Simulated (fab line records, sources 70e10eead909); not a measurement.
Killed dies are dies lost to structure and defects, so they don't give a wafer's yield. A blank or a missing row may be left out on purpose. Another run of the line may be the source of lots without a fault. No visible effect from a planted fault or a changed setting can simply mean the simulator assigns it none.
Chamber matching / flow nandHarc / 3 sister chambers for NHARC_A_STAIRCASE_DEP_151 on pecvd-03
The step deposits SiO2, target thk 7200 nm. 3 wafers are shown with their chamber, then 9 later ones without.

== EACH WAFER AND ITS CHAMBER ==
wafer=L091.1; chamber=0; heaterPowerW (W)=836
wafer=L091.2; chamber=2; heaterPowerW (W)=708
wafer=L091.3; chamber=1; heaterPowerW (W)=722

== WAFERS WITH NO CHAMBER GIVEN ==
wafer=L095.1; heaterPowerW (W)=656
wafer=L095.2; heaterPowerW (W)=794
wafer=L095.3; heaterPowerW (W)=720
wafer=L096.1; heaterPowerW (W)=828
wafer=L096.3; heaterPowerW (W)=701
wafer=L096.4; heaterPowerW (W)=681
wafer=L097.2; heaterPowerW (W)=674
wafer=L097.5; heaterPowerW (W)=583
wafer=L097.6; heaterPowerW (W)=670

== WHICH CHAMBER EACH ONE RAN IN ==
wafer=L095.1; from the rows above=can't be placed: 2 or 1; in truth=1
wafer=L095.2; from the rows above=can't be placed: 0 or 1 or 2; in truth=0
wafer=L095.3; from the rows above=can't be placed: 1 or 2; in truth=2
wafer=L096.1; from the rows above=can't be placed: 0 or 1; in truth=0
wafer=L096.3; from the rows above=can't be placed: 2 or 1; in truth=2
wafer=L096.4; from the rows above=can't be placed: 2 or 1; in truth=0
wafer=L097.2; from the rows above=can't be placed: 2 or 1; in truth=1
wafer=L097.5; from the rows above=can't be placed: 2 or 1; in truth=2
wafer=L097.6; from the rows above=can't be placed: 2 or 1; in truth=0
Correct placement for 0 of the 9. From these rows, 9 cannot be placed; in 7 the true chamber is one of the candidates. Number placed wrongly: 0.
How it was worked out, from the rows above alone: a wafer's distance from a chamber is the root of the sum, over the readings, of the square of ((its reading less the chamber's mean) divided by the reading's scatter). If the next closest chamber is less than 2 further off than the closest, the wafer can't be placed; otherwise it belongs to the closest. The mean given for a chamber averages the wafers shown for that chamber. The scatter: with one shown wafer a chamber, the root of the mean of the squares of how far each hidden wafer lies from its nearest shown one.
